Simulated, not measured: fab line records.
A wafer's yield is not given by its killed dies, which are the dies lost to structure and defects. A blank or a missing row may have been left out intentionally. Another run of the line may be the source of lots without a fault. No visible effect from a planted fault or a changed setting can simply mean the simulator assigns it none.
fab line records	flow nandHarc	part 1 of 2: steps 1 to 25 of 36
[record] lots = 5	wafers = 15	lastDay = 33
route steps=1302 shown P_GATE@151
lots that met no fault: taken from a fault-free run of the same line
startH: hours from the record's opening day to when the first of the lot's shown wafers began	waitH: hours elapsed since this lot's preceding step	" the same as in the row above	L1.1+2: a row that stands for several wafers	- no value, or no start was given	* or withheld: withheld	< > ~ a bound
route shown NAME@n: a module of which the file shows steps, and the number in the route of the first	usual: mean and standard deviation over wafers with no fault	same: alike in all rows	chamber/n: place in a boat	sites: the reading at each site	_std_site: the standard deviation of these	_edge_site: the outer-site mean with the inner-site mean subtracted	radiusMm: how far each site lies from the wafer's centre	mask NAME#n: copy n	behind: the last tool/chamber to shape the wafer	hold: reason for holding the lot/hours on hold/outcome of the hold	device: whichever transistor did not switch (one of n, p or np)	end of line: the tests these same wafers got at the end of their route	a step with no rows: only its recipe	killed: at the first sort, the dies lost to defects and structure; wafer yield is something else	map: the dies of a wafer, with x for killed, . for not killed, _ for no die there
set.NAME: the setting the step ran with; set.NAME@STEP: the setting that earlier step ran with	model.NAME: the simulator's own value behind a step, which no gauge read
lots at some steps of the route; a table a step, a row a wafer
services: from which hour (startH, from the record's first day; less than 0 if before it) a tool's chamber was out of use, for how many hours, and why
[[steps]]
[step NHARC_P_GATE_CD_MEAS_33]
[usual] cdNm = 119.8/1.6
lot.wafer	tool	chamber	startH	waitH	cdNm
L080.3	cdSem-02	-	159.74	-	117.3
L080.5	"	-	"	"	119.0
L080.6	"	-	"	"	121.5
L085.1	cdSem-03	-	210.51	-	119.0
L085.3	"	-	"	"	120.4
L085.6	"	-	"	"	120.0
L088.1	cdSem-02	-	242.36	-	121.1
L088.4	"	-	"	"	123.1
L088.5	"	-	"	"	121.1
L091.1	cdSem-03	-	264.15	-	120.7
L091.3	"	-	"	"	119.2
L091.6	"	-	"	"	119.9
L096.1	cdSem-02	-	327.85	-	121.3
L096.3	"	-	"	"	121.6
L096.5	"	-	"	"	117.7
[step NHARC_P_GATE_STRIP_35]
[recipe] timeS = 600	tempC = 130	chemistry = SPM
[usual] tempC = 129.98/0.13
lot.wafer	tool	chamber	startH	waitH	tempC
L080.3	wetBench-03	0	159.82	0.1	130.17
L080.6	"	3	"	"	129.90
L080.5	"	4	"	"	129.83
L085.1	wetBench-04	2	210.60	0.1	129.95
L085.3	"	3	"	"	129.95
L085.6	"	5	"	"	129.99
L088.1	wetBench-03	2	242.45	0.1	129.98
L088.5	"	3	"	"	129.90
L088.4	"	6	"	"	129.92
L091.1	wetBench-01	5	264.24	0.1	130.17
L091.3	"	7	"	"	130.13
L091.6	"	2	"	"	129.79
L096.3	wetBench-04	2	327.96	0.1	130.01
L096.1	"	3	"	"	130.31
L096.5	"	4	"	"	129.95
[step NHARC_P_GATE_PRECLEAN_73]
[recipe] timeS = *	tempC = 50	bathAgeMin = 0	chemistry = SC1
[usual] tempC = 50.01/0.12
lot.wafer	tool	chamber	startH	waitH	tempC
L080.3	wetBench-03	0	-	-	50.11
L080.6	"	3	"	"	49.98
L080.5	"	4	"	"	50.09
L085.1	wetBench-04	2	-	-	50.13
L085.3	"	3	"	"	50.04
L085.6	"	5	"	"	50.14
L088.1	wetBench-03	2	-	-	50.22
L088.5	"	3	"	"	49.96
L088.4	"	6	"	"	49.86
L091.1	wetBench-01	5	-	-	50.10
L091.3	"	7	"	"	50.00
L091.6	"	2	"	"	49.91
L096.3	wetBench-04	2	-	-	50.08
L096.1	"	3	"	"	50.14
L096.5	"	4	"	"	49.94
[step NHARC_P_GATE_SRD_74]
lot.wafer	tool	chamber	startH	waitH
L080.3+6+5	wetBench-03	0,3,4	-	-
L085.1+3+6	wetBench-04	2,3,5	-	-
L088.1+5+4	wetBench-03	2,3,6	-	-
L091.1+3+6	wetBench-01	5,7,2	-	-
L096.3+1+5	wetBench-04	2,3,4	-	-
[step NHARC_P_GATE_ALD_36]
[recipe] targetThkA = 200	pulseTimeS = 60	aldCycles = 223	tempC = 400	material = SiNx
[usual] heaterPowerW = 832/43	precursorPulseHeightRel = 1.002/0.021
lot.wafer	tool	chamber	startH	waitH	heaterPowerW	precursorPulseHeightRel
L080.3	aldSin-03	2	163.13	-	804	0.996
L080.5	"	0	165.97	-	900	0.948
L080.6	"	2	167.40	-	807	1.030
L085.3	aldSin-04	3	212.02	-	789	0.990
L085.1	"	1	214.14	-	946	0.990
L085.6	"	2	215.19	-	820	0.964
L088.4	aldSin-02	3	243.87	-	894	0.978
L088.1	"	0	244.92	-	750	1.004
L088.5	"	2	247.02	-	887	0.997
L091.1	aldSin-03	2	264.61	-	838	0.989
L091.3	"	0	266.74	-	833	1.034
L091.6	"	3	269.94	-	836	1.016
L096.3	aldSin-03	0	328.31	-	852	1.043
L096.1	"	1	329.35	-	866	0.986
L096.5	"	0	332.49	-	858	1.028
[step NHARC_P_GATE_ETCHBACK_37]
[recipe] targetDepthA = 345	timeS = 17.2	chf3FlowSccm = 50	o2FlowSccm = 10	arFlowSccm = 200	rfW = 500	biasW = 200	chemistry = CHF3/O2
[usual] chamberPressureMTorr = 24.999/0.024	chf3FlowSccm = 50.01/0.14	drypumpMotorCurrentA = 5.44/0.29	oesProductAu = 0.941/0.03	rfVppV = 370.8/2.1	showerheadPlenumPTorr = 2.41/0.092	throttleValvePct = 20.572/0.0086
lot.wafer	tool	chamber	startH	waitH	chamberPressureMTorr	chf3FlowSccm	drypumpMotorCurrentA	oesProductAu	rfHoursCounterH	rfVppV	showerheadPlenumPTorr	throttleValvePct
L080.3	rieDiel-07	0	-	-	24.996	50.08	5.87	0.933	3	372.7	2.49	20.580
L080.6	"	1	"	"	25.025	50.10	5.71	0.946	-	372.5	2.50	20.571
L080.5	"	2	"	"	24.988	49.78	5.15	0.944	-	366.5	2.25	20.567
L085.3	rieDiel-06	3	-	-	24.998	50.03	5.53	0.928	4	374.7	2.52	20.572
L085.1	"	2	"	"	24.966	50.05	5.61	0.912	4	370.2	2.37	20.571
L085.6	"	0	"	"	24.994	50.02	5.24	0.932	-	372.9	2.46	20.563
L088.4	rieDiel-07	2	-	-	24.976	49.93	5.14	0.929	7	367.1	2.25	20.578
L088.1	"	1	"	"	25.017	50.14	5.74	0.914	8	373.3	2.49	20.566
L088.5	"	3	"	"	25.001	49.91	5.80	0.919	-	370.4	2.42	20.575
L091.1	rieDiel-07	0	-	-	25.020	49.96	5.90	0.922	11	372.0	2.49	20.581
L091.3	"	1	"	"	25.037	49.88	5.70	0.931	10	372.5	2.49	20.583
L091.6	"	0	"	"	25.008	49.88	5.91	0.919	-	373.1	2.49	20.580
L096.1	rieDiel-06	1	-	-	24.997	49.91	5.04	0.923	1	368.4	2.28	20.569
L096.3	"	3	"	"	24.996	50.05	5.60	0.922	1	373.2	2.52	20.580
L096.5	"	1	"	"	24.989	49.98	5.01	0.921	-	368.0	2.28	20.569
[step NHARC_P_GATE_STRIP_101]
[recipe] timeS = 20	o2FlowSccm = 500	arFlowSccm = 0	biasW = 0	chemistry = O2
[usual] chamberPressureMTorr = 60.00/0.057	drypumpMotorCurrentA = 5.45/0.29	oesProductAu = 1.001/0.0072	rfVppV = 57.7/1	showerheadPlenumPTorr = 3.54/0.13	throttleValvePct = 17.037/0.0088
lot.wafer	tool	chamber	startH	waitH	chamberPressureMTorr	drypumpMotorCurrentA	oesProductAu	rfHoursCounterH	rfVppV	showerheadPlenumPTorr	throttleValvePct
L080.3	rieDiel-07	1	172.09	0.1	59.92	5.73	0.998	3	58.3	3.66	17.043
L080.5	"	0	"	"	59.94	5.90	0.991	-	58.1	3.65	17.040
L080.6	"	1	"	"	60.00	5.75	0.995	-	59.3	3.66	17.017
L085.3	rieDiel-06	2	220.58	0.1	60.02	5.63	0.994	4	58.4	3.48	17.046
L085.1	"	3	"	"	60.04	5.57	1.007	4	58.9	3.70	17.025
L085.6	"	1	"	"	60.01	5.01	0.998	-	57.5	3.36	17.038
L088.1	rieDiel-07	3	252.38	0.1	60.14	5.79	1.000	8	57.0	3.56	17.031
L088.4	"	2	"	"	60.04	5.11	1.011	7	58.1	3.31	17.044
L088.5	"	0	"	"	59.94	5.92	1.001	-	58.1	3.65	17.046
L091.1	rieDiel-07	3	274.28	0.1	59.99	5.82	1.014	10	57.1	3.56	17.037
L091.3	"	1	"	"	60.03	5.76	1.009	10	57.9	3.66	17.046
L091.6	"	3	"	"	59.92	5.79	1.007	-	57.1	3.56	17.026
L096.1	rieDiel-06	0	337.84	0.1	59.96	5.27	0.987	1	58.4	3.61	17.052
L096.3	"	3	"	"	60.12	5.61	1.008	1	59.2	3.69	17.026
L096.5	"	1	"	"	60.06	5.03	0.996	-	57.7	3.36	17.049
[step NHARC_P_GATE_PRECLEAN_97]
[recipe] timeS = 600	tempC = 120	chemistry = SPM
[usual] tempC = 119.99/0.13
lot.wafer	tool	chamber	startH	waitH	tempC
L080.3	wetBench-03	5	172.18	-	120.05
L080.6	"	0	"	"	120.26
L080.5	"	2	"	"	120.07
L085.1	wetBench-03	3	220.67	-	119.95
L085.3	"	6	"	"	120.06
L085.6	"	7	"	"	119.88
L088.1	wetBench-03	5	252.49	-	120.20
L088.4	"	6	"	"	120.09
L088.5	"	7	"	"	119.98
L091.1	wetBench-03	1	274.39	-	120.27
L091.3	"	2	"	"	120.01
L091.6	"	4	"	"	119.87
L096.3	wetBench-04	4	337.94	-	119.91
L096.1	"	5	"	"	120.04
L096.5	"	0	"	"	119.99
[step NHARC_P_GATE_SRD_98]
lot.wafer	tool	chamber	startH	waitH
L080.3+6+5	wetBench-03	5,0,2	-	-
L085.1+3+6	wetBench-03	3,6,7	-	-
L088.1+4+5	wetBench-03	5,6,7	-	-
L091.1+3+6	wetBench-03	1,2,4	-	-
L096.3+1+5	wetBench-04	4,5,0	-	-
[step NHARC_P_GATE_PRECLEAN_99]
[recipe] timeS = *	tempC = 50	bathAgeMin = 0	chemistry = SC1
[usual] tempC = 50.00/0.11
lot.wafer	tool	chamber	startH	waitH	tempC
L080.3	wetBench-03	5	-	-	49.92
L080.6	"	0	"	"	50.03
L080.5	"	2	"	"	49.92
L085.1	wetBench-03	3	-	-	50.01
L085.3	"	6	"	"	50.03
L085.6	"	7	"	"	49.96
L088.1	wetBench-03	5	-	-	50.01
L088.4	"	6	"	"	50.12
L088.5	"	7	"	"	49.95
L091.1	wetBench-03	1	-	-	49.79
L091.3	"	2	"	"	50.08
L091.6	"	4	"	"	50.17
L096.3	wetBench-04	4	-	-	50.03
L096.1	"	5	"	"	49.94
L096.5	"	0	"	"	49.91
[step NHARC_P_GATE_SRD_100]
lot.wafer	tool	chamber	startH	waitH
L080.3+6+5	wetBench-03	5,0,2	-	-
L085.1+3+6	wetBench-03	3,6,7	-	-
L088.1+4+5	wetBench-03	5,6,7	-	-
L091.1+3+6	wetBench-03	1,2,4	-	-
L096.3+1+5	wetBench-04	4,5,0	-	-
[step NHARC_P_GATE_DEHYDRATE_38]
[recipe] tempC = 150	timeS = 120
[usual] resistLineTempC = 23.00/0.11
lot.wafer	tool	chamber	startH	waitH	resistLineTempC
L080.3	lithoTrack-03	0	172.59	-	22.77
L080.5	"	0	"	"	22.92
L080.6	"	0	"	"	22.96
L085.1	lithoTrack-05	0	221.18	-	23.12
L085.3	"	0	"	"	23.05
L085.6	"	0	"	"	22.90
L088.1	lithoTrack-03	0	252.88	-	22.95
L088.4	"	0	"	"	23.03
L088.5	"	0	"	"	22.89
L091.1	lithoTrack-05	0	274.77	-	23.06
L091.3	"	0	"	"	23.19
L091.6	"	0	"	"	23.00
L096.1	lithoTrack-03	0	338.34	-	22.83
L096.3	"	0	"	"	23.08
L096.5	"	0	"	"	23.09
[step NHARC_P_GATE_HMDS_39]
[recipe] timeS = 30
[usual] resistLineTempC = 22.99/0.096
lot.wafer	tool	chamber	startH	waitH	resistLineTempC
L080.3	lithoTrack-03	0	-	-	23.05
L080.5	"	0	"	"	23.01
L080.6	"	0	"	"	23.19
L085.1	lithoTrack-05	0	-	-	22.91
L085.3	"	0	"	"	23.11
L085.6	"	0	"	"	23.02
L088.1	lithoTrack-03	0	-	-	22.97
L088.4	"	0	"	"	23.10
L088.5	"	0	"	"	23.08
L091.1	lithoTrack-05	0	-	-	23.20
L091.3	"	0	"	"	23.06
L091.6	"	0	"	"	23.01
L096.1	lithoTrack-03	0	-	-	23.09
L096.3	"	0	"	"	23.09
L096.5	"	0	"	"	23.13
[step NHARC_P_GATE_COAT_40]
[recipe] spinRpm = 3000
[usual] resistLineTempC = 23.00/0.11
lot.wafer	tool	chamber	startH	waitH	resistLineTempC
L080.3	lithoTrack-03	0	-	-	23.00
L080.5	"	0	"	"	23.06
L080.6	"	0	"	"	23.11
L085.1	lithoTrack-05	0	-	-	22.86
L085.3	"	0	"	"	22.86
L085.6	"	0	"	"	23.01
L088.1	lithoTrack-03	0	-	-	22.83
L088.4	"	0	"	"	22.84
L088.5	"	0	"	"	22.84
L091.1	lithoTrack-05	0	-	-	23.02
L091.3	"	0	"	"	22.97
L091.6	"	0	"	"	23.11
L096.1	lithoTrack-03	0	-	-	23.04
L096.3	"	0	"	"	23.02
L096.5	"	0	"	"	22.86
[step NHARC_P_GATE_SOFTBAKE_41]
[recipe] tempC = 122	timeS = 95
[usual] resistLineTempC = 23.01/0.092
lot.wafer	tool	chamber	startH	waitH	resistLineTempC
L080.3	lithoTrack-03	0	-	-	23.05
L080.5	"	0	"	"	23.01
L080.6	"	0	"	"	23.03
L085.1	lithoTrack-05	0	-	-	23.07
L085.3	"	0	"	"	23.28
L085.6	"	0	"	"	22.77
L088.1	lithoTrack-03	0	-	-	23.18
L088.4	"	0	"	"	22.94
L088.5	"	0	"	"	23.13
L091.1	lithoTrack-05	0	-	-	22.96
L091.3	"	0	"	"	23.05
L091.6	"	0	"	"	23.15
L096.1	lithoTrack-03	0	-	-	23.03
L096.3	"	0	"	"	23.08
L096.5	"	0	"	"	23.09
[step NHARC_P_GATE_EBR_42]
[usual] resistLineTempC = 22.99/0.11
lot.wafer	tool	chamber	startH	waitH	resistLineTempC
L080.3	lithoTrack-03	0	-	-	22.81
L080.5	"	0	"	"	22.72
L080.6	"	0	"	"	22.91
L085.1	lithoTrack-05	0	-	-	23.03
L085.3	"	0	"	"	23.04
L085.6	"	0	"	"	22.96
L088.1	lithoTrack-03	0	-	-	23.06
L088.4	"	0	"	"	22.93
L088.5	"	0	"	"	23.13
L091.1	lithoTrack-05	0	-	-	23.17
L091.3	"	0	"	"	23.07
L091.6	"	0	"	"	23.12
L096.1	lithoTrack-03	0	-	-	22.96
L096.3	"	0	"	"	22.91
L096.5	"	0	"	"	23.01
[step NHARC_P_GATE_EXPOSE_43]
[recipe] na = 0.6	targetCdNm = 720	doseMj = 14.81	maskId = P_NSD
lot.wafer	tool	chamber	startH	waitH	mask
L080.3+5+6	krfScanner-02	0	172.87	-	P_NSD#0
L085.1+3+6	krfScanner-02	0	221.45	-	P_NSD#0
L088.1+4+5	krfScanner-03	0	253.03	-	P_NSD#0
L091.1+3+6	krfScanner-03	0	275.04	-	P_NSD#0
L096.1+3+5	krfScanner-02	0	338.61	-	P_NSD#0
[step NHARC_P_GATE_PEB_44]
[recipe] pebTempC = 118	pebTimeS = 85
[usual] resistLineTempC = 23.00/0.093
lot.wafer	tool	chamber	startH	waitH	resistLineTempC
L080.3	lithoTrack-07	0	172.93	0.1	22.78
L080.5	"	0	"	"	22.94
L080.6	"	0	"	"	22.92
L085.1	lithoTrack-07	0	221.51	0.1	23.10
L085.3	"	0	"	"	22.92
L085.6	"	0	"	"	22.93
L088.1	lithoTrack-05	0	253.09	0.1	23.10
L088.4	"	0	"	"	22.84
L088.5	"	0	"	"	22.89
L091.1	lithoTrack-05	0	275.11	0.1	22.97
L091.3	"	0	"	"	22.94
L091.6	"	0	"	"	23.12
L096.1	lithoTrack-05	0	338.68	0.1	23.12
L096.3	"	0	"	"	23.05
L096.5	"	0	"	"	22.94
[step NHARC_P_GATE_DEVELOP_45]
[recipe] timeS = 70
[usual] resistLineTempC = 23.01/0.12
lot.wafer	tool	chamber	startH	waitH	resistLineTempC
L080.3	lithoTrack-07	0	-	-	23.02
L080.5	"	0	"	"	23.00
L080.6	"	0	"	"	23.02
L085.1	lithoTrack-07	0	-	-	23.11
L085.3	"	0	"	"	23.16
L085.6	"	0	"	"	23.11
L088.1	lithoTrack-05	0	-	-	22.91
L088.4	"	0	"	"	23.03
L088.5	"	0	"	"	23.02
L091.1	lithoTrack-05	0	-	-	23.02
L091.3	"	0	"	"	22.89
L091.6	"	0	"	"	22.99
L096.1	lithoTrack-05	0	-	-	22.92
L096.3	"	0	"	"	23.03
L096.5	"	0	"	"	22.93
[step NHARC_P_GATE_CD_MEAS_46]
[recipe] targetCdNm = 720	landingEnergyEv = 500
[usual] cdNm = 720.5/1.2
lot.wafer	tool	chamber	startH	waitH	cdNm
L080.3	cdSem-01	0	173.03	-	720.9
L080.5	"	0	"	"	722.3
L080.6	"	0	"	"	722.8
L085.1	cdSem-01	0	221.61	-	721.8
L085.3	"	0	"	"	720.1
L085.6	"	0	"	"	722.3
L088.1	cdSem-03	0	253.18	-	721.5
L088.4	"	0	"	"	721.0
L088.5	"	0	"	"	719.2
L091.1	cdSem-01	0	275.20	-	720.7
L091.3	"	0	"	"	719.4
L091.6	"	0	"	"	721.3
L096.1	cdSem-02	0	338.77	-	720.1
L096.3	"	0	"	"	719.3
L096.5	"	0	"	"	718.4
[step NHARC_P_GATE_HARDBAKE_47]
[recipe] tempC = 125	timeS = 80
[usual] resistLineTempC = 23.01/0.1
lot.wafer	tool	chamber	startH	waitH	resistLineTempC
L080.3	lithoTrack-07	0	173.11	-	23.16
L080.5	"	0	"	"	23.26
L080.6	"	0	"	"	22.97
L085.1	lithoTrack-05	0	221.69	-	23.15
L085.3	"	0	"	"	23.06
L085.6	"	0	"	"	23.00
L088.1	lithoTrack-05	0	253.26	-	23.00
L088.4	"	0	"	"	22.95
L088.5	"	0	"	"	23.08
L091.1	lithoTrack-05	0	275.27	-	23.00
L091.3	"	0	"	"	23.12
L091.6	"	0	"	"	22.90
L096.1	lithoTrack-07	0	338.85	-	23.02
L096.3	"	0	"	"	22.97
L096.5	"	0	"	"	23.06
[step NHARC_P_GATE_DESCUM_48]
[recipe] timeS = 3	o2FlowSccm = 200	arFlowSccm = 0	biasPowerW = 0	chemistry = O2
[usual] chamberPressureMTorr = 60.00/0.057	drypumpMotorCurrentA = 5.4/0.36	oesProductAu = 1.002/0.007	rfVppV = 57.9/1	showerheadPlenumPTorr = 1.92/0.075	throttleValvePct = 11.310/0.0093
lot.wafer	tool	chamber	startH	waitH	chamberPressureMTorr	drypumpMotorCurrentA	oesProductAu	rfHoursCounterH	rfVppV	showerheadPlenumPTorr	throttleValvePct
L080.3	rieDiel-09	2	173.22	-	60.08	5.3	1.009	0	58.0	1.91	11.317
L080.6	"	3	"	"	59.98	5.8	1.009	-	57.0	1.81	11.305
L080.5	"	0	"	"	60.04	5.6	1.008	-	58.4	2.01	11.326
L085.1	rieDiel-07	3	221.78	-	59.93	5.8	1.000	6	58.9	1.93	11.300
L085.3	"	1	"	"	59.97	5.7	0.988	6	57.2	1.99	11.305
L085.6	"	3	"	"	60.00	5.8	1.008	-	57.0	1.93	11.315
L088.4	rieDiel-09	3	253.37	-	60.06	5.7	1.000	4	57.8	1.81	11.302
L088.1	"	0	"	"	60.03	5.5	0.997	4	57.0	2.00	11.330
L088.5	"	2	"	"	59.96	5.3	1.008	-	58.0	1.90	11.301
L091.3	rieDiel-07	3	275.37	-	60.00	5.8	1.005	10	60.1	1.93	11.310
L091.1	"	0	"	"	59.89	5.9	1.004	11	57.1	1.98	11.305
L091.6	"	2	"	"	60.10	5.1	1.004	-	56.2	1.79	11.301
L096.3	rieDiel-07	0	338.93	-	60.08	5.9	0.991	3	57.1	1.98	11.294
L096.1	"	3	"	"	60.04	5.8	1.010	2	56.2	1.93	11.300
L096.5	"	1	"	"	59.99	5.7	0.995	-	58.8	1.99	11.309
[step NHARC_P_GATE_IMPLANT_49]
[recipe] energyKev = 30	doseCm2 = 3e+15	tiltDeg = 7
lot.wafer	tool	chamber	startH	waitH
L080.3+5+6	implanter-02	0	173.39	0.2
L085.1+3+6	implanter-02	0	221.92	0.1
L088.1+4+5	implanter-01	0	253.74	0.3
L091.1+3+6	implanter-01	0	275.50	0.1
L096.1+3+5	implanter-02	0	339.08	0.1
[step NHARC_P_GATE_STRIP_111]
[recipe] powerW = 1500	tempC = 110	timeS = 250	chemistry = N2/H2
[usual] drypumpMotorCurrentA = 5.3/0.39	heaterPowerW = 88/6.5	tempC = 109.99/0.12
lot.wafer	tool	chamber	startH	waitH	drypumpMotorCurrentA	heaterPowerW	rfHoursCounterH	tempC
L080.3	plasmaAsher-02	1	173.71	0.3	5.4	94	-	110.12
L080.6	"	0	"	"	5.3	83	-	110.06
L080.5	"	1	"	"	5.4	98	-	109.92
L085.1	plasmaAsher-02	1	222.18	0.2	5.4	100	26	110.00
L085.3	"	1	"	"	5.4	99	-	110.12
L085.6	"	0	"	"	5.4	83	-	110.19
L088.1	plasmaAsher-01	0	254.23	0.5	5.7	80	11	109.96
L088.4	"	0	"	"	5.7	84	-	109.96
L088.5	"	1	"	"	4.6	84	-	109.85
L091.1	plasmaAsher-01	0	275.72	0.2	5.7	82	18	109.94
L091.3	"	0	"	"	5.7	83	-	110.12
L091.6	"	0	"	"	5.7	82	-	110.06
L096.1	plasmaAsher-01	0	339.30	0.2	5.7	82	29	109.89
L096.3	"	1	"	"	4.6	83	-	110.00
L096.5	"	0	"	"	5.7	83	-	109.95
[step NHARC_P_GATE_STRIP_75]
[recipe] powerW = 1500	tempC = 250	chemistry = O2
[usual] drypumpMotorCurrentA = 5.3/0.38	heaterPowerW = 330/24	tempC = 250.04/0.19
lot.wafer	tool	chamber	startH	waitH	drypumpMotorCurrentA	heaterPowerW	rfHoursCounterH	tempC
L080.3	plasmaAsher-02	1	173.89	0.1	5.4	364	-	250.07
L080.6	"	0	"	"	5.4	321	-	250.11
L080.5	"	1	"	"	5.4	378	-	250.05
L085.1	plasmaAsher-02	1	222.45	0.2	5.4	369	26	249.91
L085.3	"	1	"	"	5.4	369	-	249.93
L085.6	"	0	"	"	5.4	323	-	250.18
L088.1	plasmaAsher-01	0	254.53	0.3	5.7	305	11	250.01
L088.4	"	0	"	"	5.7	309	-	249.79
L088.5	"	1	"	"	4.6	306	-	250.09
L091.1	plasmaAsher-01	0	276.02	0.3	5.7	307	18	250.18
L091.3	"	0	"	"	5.7	310	-	250.10
L091.6	"	0	"	"	5.7	313	-	249.99
L096.1	plasmaAsher-01	0	339.60	0.2	5.7	305	29	249.84
L096.3	"	1	"	"	4.6	311	-	250.03
L096.5	"	0	"	"	5.7	304	-	250.03
